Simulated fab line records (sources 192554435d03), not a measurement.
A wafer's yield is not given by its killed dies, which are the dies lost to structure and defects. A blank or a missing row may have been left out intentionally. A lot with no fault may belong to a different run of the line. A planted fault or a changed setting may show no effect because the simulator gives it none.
Matching of chambers -- flow n5-finfet -- N5_BEOL_M3_STRIP_66 on rie-diel-04: 4 sister chambers
The step strips in CF4. 14 wafers are shown with their chamber, then 7 later ones without.

## EACH WAFER AND ITS CHAMBER
wafer,chamber,throttle-valve-pct (%),showerhead-plenum-p-Torr (Torr),oes-product-au (a.u.)
L084.2,0,13.95,1.78,0.69
L084.4,2,13.40,1.78,0.96
L084.5,1,13.54,1.86,0.74
L087.1,3,13.87,1.77,0.70
L087.3,1,13.56,1.86,0.74
L087.6,0,13.96,1.78,0.69
L089.1,3,13.88,1.77,0.71
L089.5,2,13.40,1.77,0.92
L089.6,1,13.58,1.86,0.74
L090.1,2,13.41,1.77,0.92
L090.3,0,13.97,1.77,0.68
L090.4,1,13.58,1.86,0.74
L091.2,1,13.59,1.86,0.74
L091.5,1,13.59,1.86,0.73

SIGNATURES (averages over the wafers above)
reading,chamber 0,chamber 1,chamber 2,chamber 3,scatter within a chamber
throttle-valve-pct,13.9600,13.5733,13.4033,13.8750,0.015
showerhead-plenum-p-Torr,1.7767,1.8600,1.7733,1.7700,0.00365
oes-product-au,0.6867,0.7383,0.9333,0.7050,0.0113
Rule: distance of a wafer from a chamber = root of the sum over the readings of ((wafer's reading minus chamber's mean) / reading's scatter) squared. The wafer belongs to the nearest chamber; if the next one is less than 2 further off, it can't be placed. The scatter: the root of (the sum of the squares of (reading less its chamber's mean) over the shown wafers, divided by (wafers less chambers)).

## WAFERS MISSING THEIR CHAMBER
wafer,throttle-valve-pct (%),showerhead-plenum-p-Torr (Torr),oes-product-au (a.u.)
L091.6,13.44,1.77,0.91
L094.1,13.99,1.77,0.68
L094.5,13.58,1.86,0.72
L094.6,14.01,1.77,0.68
L097.1,13.62,1.85,0.72
L097.3,13.48,1.77,0.87
L097.5,13.45,1.77,0.88

## THE CHAMBER EACH PASSED THROUGH
wafer,from the rows above,in truth
L091.6,2,2
L094.1,0,0
L094.5,1,1
L094.6,0,0
L097.1,1,1
L097.3,2,2
L097.5,2,2
Correctly placed: 7 of 7. Number that these rows cannot place: 0. 0 placed wrongly.
